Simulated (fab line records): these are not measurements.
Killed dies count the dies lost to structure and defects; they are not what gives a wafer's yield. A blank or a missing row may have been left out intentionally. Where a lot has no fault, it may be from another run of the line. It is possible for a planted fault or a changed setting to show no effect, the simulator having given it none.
Split-lot study / flow n5 finfet / on a route of 1938 steps: 7 lots, 21 wafers read

ON THE SPLIT
At N5_BEOL_M9_ETCH_62 (etches SOC in N2/H2, target depth 110 nm, overetch 22 nm, time 165 s), the setting time s was moved away from the recipe's 165 s on 9 of the 21 wafers read, by -15.4% to +16.1%. The other wafers ran this setting at the recipe's value.

Reading taken at the split's own step.

THE READING
SiARC_of_BEOL_M9_COAT_60.thk nm (the simulator's own value, which no gauge read), in nm, at N5_BEOL_M9_ETCH_62 (etches SOC in N2/H2, target depth 110 nm, overetch 22 nm, time 165 s). The file gives no usual value for it. The 12 wafers here that ran the recipe average 23.5 nm, standard deviation 0.3 nm.

wafer=L076.1; tool, chamber at the split=rie diel-02, 3,2; time s as run, s=181.6; against the recipe=+10.1%; SiARC_of_BEOL_M9_COAT_60.thk nm, nm=22.6; against lot-mates on the recipe=-1.4
wafer=L076.5; tool, chamber at the split=rie diel-02, 3,2; time s as run, s=181.6; against the recipe=+10.1%; SiARC_of_BEOL_M9_COAT_60.thk nm, nm=22.6; against lot-mates on the recipe=-1.4
wafer=L076.2; tool, chamber at the split=rie diel-02, 1; time s as run, s=165; against the recipe=recipe; SiARC_of_BEOL_M9_COAT_60.thk nm, nm=24; against lot-mates on the recipe=-
wafer=L077.2; tool, chamber at the split=rie diel-06, 2; time s as run, s=165; against the recipe=recipe; SiARC_of_BEOL_M9_COAT_60.thk nm, nm=23.4; against lot-mates on the recipe=-
wafer=L077.3; tool, chamber at the split=rie diel-06, 0; time s as run, s=144.8; against the recipe=-12.2%; SiARC_of_BEOL_M9_COAT_60.thk nm, nm=24.2; against lot-mates on the recipe=+0.8
wafer=L077.4; tool, chamber at the split=rie diel-06, 3; time s as run, s=144.8; against the recipe=-12.2%; SiARC_of_BEOL_M9_COAT_60.thk nm, nm=24.6; against lot-mates on the recipe=+1.2
wafer=L085.2; tool, chamber at the split=rie diel-02, 1; time s as run, s=139.6; against the recipe=-15.4%; SiARC_of_BEOL_M9_COAT_60.thk nm, nm=25; against lot-mates on the recipe=+1.8
wafer=L085.3; tool, chamber at the split=rie diel-02, 0; time s as run, s=139.6; against the recipe=-15.4%; SiARC_of_BEOL_M9_COAT_60.thk nm, nm=24.8; against lot-mates on the recipe=+1.6
wafer=L085.5; tool, chamber at the split=rie diel-02, 2; time s as run, s=165; against the recipe=recipe; SiARC_of_BEOL_M9_COAT_60.thk nm, nm=23.2; against lot-mates on the recipe=-
wafer=L089.1; tool, chamber at the split=rie diel-05, 0; time s as run, s=146.4; against the recipe=-11.3%; SiARC_of_BEOL_M9_COAT_60.thk nm, nm=24.6; against lot-mates on the recipe=+1.1
wafer=L089.4; tool, chamber at the split=rie diel-05, 2; time s as run, s=165; against the recipe=recipe; SiARC_of_BEOL_M9_COAT_60.thk nm, nm=23.4; against lot-mates on the recipe=-
wafer=L089.5; tool, chamber at the split=rie diel-05, 3; time s as run, s=165; against the recipe=recipe; SiARC_of_BEOL_M9_COAT_60.thk nm, nm=23.6; against lot-mates on the recipe=-
wafer=L094.2; tool, chamber at the split=rie diel-06, 0; time s as run, s=165; against the recipe=recipe; SiARC_of_BEOL_M9_COAT_60.thk nm, nm=23.6; against lot-mates on the recipe=-
wafer=L094.4; tool, chamber at the split=rie diel-06, 0; time s as run, s=191.5; against the recipe=+16.1%; SiARC_of_BEOL_M9_COAT_60.thk nm, nm=22.6; against lot-mates on the recipe=-1.3
wafer=L094.6; tool, chamber at the split=rie diel-06, 3; time s as run, s=165; against the recipe=recipe; SiARC_of_BEOL_M9_COAT_60.thk nm, nm=24.2; against lot-mates on the recipe=-
wafer=L096.2; tool, chamber at the split=rie diel-06, 1; time s as run, s=165; against the recipe=recipe; SiARC_of_BEOL_M9_COAT_60.thk nm, nm=23.4; against lot-mates on the recipe=-
wafer=L096.5; tool, chamber at the split=rie diel-06, 0; time s as run, s=165; against the recipe=recipe; SiARC_of_BEOL_M9_COAT_60.thk nm, nm=23.6; against lot-mates on the recipe=-
wafer=L096.6; tool, chamber at the split=rie diel-06, 1; time s as run, s=165; against the recipe=recipe; SiARC_of_BEOL_M9_COAT_60.thk nm, nm=23.2; against lot-mates on the recipe=-
wafer=L097.2; tool, chamber at the split=rie diel-05, 3; time s as run, s=150.6; against the recipe=-8.7%; SiARC_of_BEOL_M9_COAT_60.thk nm, nm=24; against lot-mates on the recipe=+0.7
wafer=L097.4; tool, chamber at the split=rie diel-05, 2; time s as run, s=165; against the recipe=recipe; SiARC_of_BEOL_M9_COAT_60.thk nm, nm=23.2; against lot-mates on the recipe=-
wafer=L097.5; tool, chamber at the split=rie diel-05, 3; time s as run, s=165; against the recipe=recipe; SiARC_of_BEOL_M9_COAT_60.thk nm, nm=23.4; against lot-mates on the recipe=-
Where a row lists several chambers, the file gives one row for several wafers and doesn't say which wafer went through which chamber.

FIT RESULTS
A straight line over all 21 wafers: SiARC_of_BEOL_M9_COAT_60.thk nm changes by -0.0788 nm for each +1% of time s; r = -0.92; the points scatter about the line by 0.28 nm.
The same after taking each lot's own level away (the mean of its wafers on the recipe; 21 wafers): -0.102 nm for each +1%; r = -0.97; scatter 0.22 nm.
That fit puts the effect of the largest move of time s on the reading at 1.6 nm.
The span of the lots' own levels, 23.20 to 24.00 nm, comes to 2.7 times the standard deviation stated above.
Hence the slope depends on the lot-to-lot level, as the two fits are not the same.
Check: for one of the wafers moved furthest among these (+16.1%), held out of the fit, the line's prediction against its lot-mates is -1.82 nm. Against them it came out at -1.3 nm.

OTHER SPLITS APPLIED TO THESE WAFERS
Note: prior to the reading, these wafers also went through further splits. Each is held against what the fit with the lots' levels taken away leaves over:
other split on the same wafers=N5_BEOL_M8_DEVELOP_10 develop time s; wafers away from the commonest value=3; r with SiARC_of_BEOL_M9_COAT_60.thk nm (lot level and that fit taken away)=+0.10

THE WHOLE CHAIN: every reading that the file lists as answering this split, in the file's order
step=N5_BEOL_M9_ETCH_62; what it does=etches SOC in N2/H2, target depth 110 nm, overetch 22 nm, time 165 s; reading=SiARC_of_BEOL_M9_COAT_60.thk nm (the simulator's own value, which no gauge read); change (the file's fit)=-0.0968 nm for each +1% of the setting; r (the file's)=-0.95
step=N5_BEOL_M9_HM_OPEN_17; what it does=chemistry Cl2/BCl3, target TiN, target depth 20 nm, overetch 6 nm; reading=etch.depth nm (the simulator's own value, which no gauge read); change (the file's fit)=not straight: 19.87 at the lowest setting, 20.01 at the recipe, 17.73 at the highest; r (the file's)=not given

FILE'S OWN FIT
SiARC_of_BEOL_M9_COAT_60.thk nm changes by -0.0968 nm for each +1% of time s, r = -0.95.
